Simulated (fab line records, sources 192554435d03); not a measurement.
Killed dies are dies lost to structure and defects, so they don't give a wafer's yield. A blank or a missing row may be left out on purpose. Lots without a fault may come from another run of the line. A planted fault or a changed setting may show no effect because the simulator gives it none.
Which tool did it? | flow n5_finfet | 6 lots, 18 wafers sampled, at 3 steps of a route of 1938

WHAT THE GAUGES READ, wafer by wafer
N5_MIM_TOP_LITHO_OVL_MEAS_11.
lot  | measured     | on         | MIM_TOP_OVL (nm)
L607 | day 14 00:19 | overlay-02 | -8 1 5
L612 | day 16 05:31 | overlay-01 | -3 -7 -12
L613 | day 16 14:35 | overlay-01 | -10 -2 -8
L618 | day 17 22:32 | overlay-02 | 0 0 0
L623 | day 18 19:48 | overlay-02 | -10 1 -8
L624 | day 19 00:13 | overlay-01 | 1 -1 -4

WHICH TOOL RAN EACH LOT (tool, then ch and the chambers of the sampled wafers, then the start)
lot  | N5_BEOL_M6_CVD_78                | N5_MIM_TOP_SPUTTER_03
L607 | cvd_co-01 ch 0,2, day 10 11:33   | pvd_sputter-02, day 13 23:46
L612 | cvd_co-02 ch 1,2, day 12 07:52   | pvd_sputter-01, day 16 04:58
L613 | cvd_co-02 ch 1,2, day 12 15:37   | pvd_sputter-02, day 16 14:10
L618 | cvd_co-01 ch 1,2, day 14 00:10   | pvd_sputter-01, day 17 21:55
L623 | cvd_co-02 ch 0,2, day 15 17:36   | pvd_sputter-02, day 18 19:15
L624 | cvd_co-01 ch 0,1,2, day 15 20:01 | pvd_sputter-01, day 18 23:40
- N5_BEOL_M6_CVD_78: deposits Co from CCTBA/H2, target thk 2 nm, time 142.3 s.
- N5_MIM_TOP_SPUTTER_03: material TiN, target thk 35 nm, time 89.7 s.

THE ANSWER, worked out from the rows above alone
Rule: what is usual is taken from the lots themselves. Put in order of their means at a reading, lots are off if they are a third of the lots or fewer, leave a main group of 4 or more, and stand apart from it by a gap of 3 or more times the standard deviation of the main group's means; of several such gaps the widest counts. A main group whose means are all the same, to the digits that the tables above print for the reading, isn't used. A lot without any number at a reading at which 4 lots or more have one is off too. The other lots that the step has rows for count as sound.
No lot is off at any reading shown: from this, nothing can be told.

WHAT THE SIMULATOR HAD PUT IN
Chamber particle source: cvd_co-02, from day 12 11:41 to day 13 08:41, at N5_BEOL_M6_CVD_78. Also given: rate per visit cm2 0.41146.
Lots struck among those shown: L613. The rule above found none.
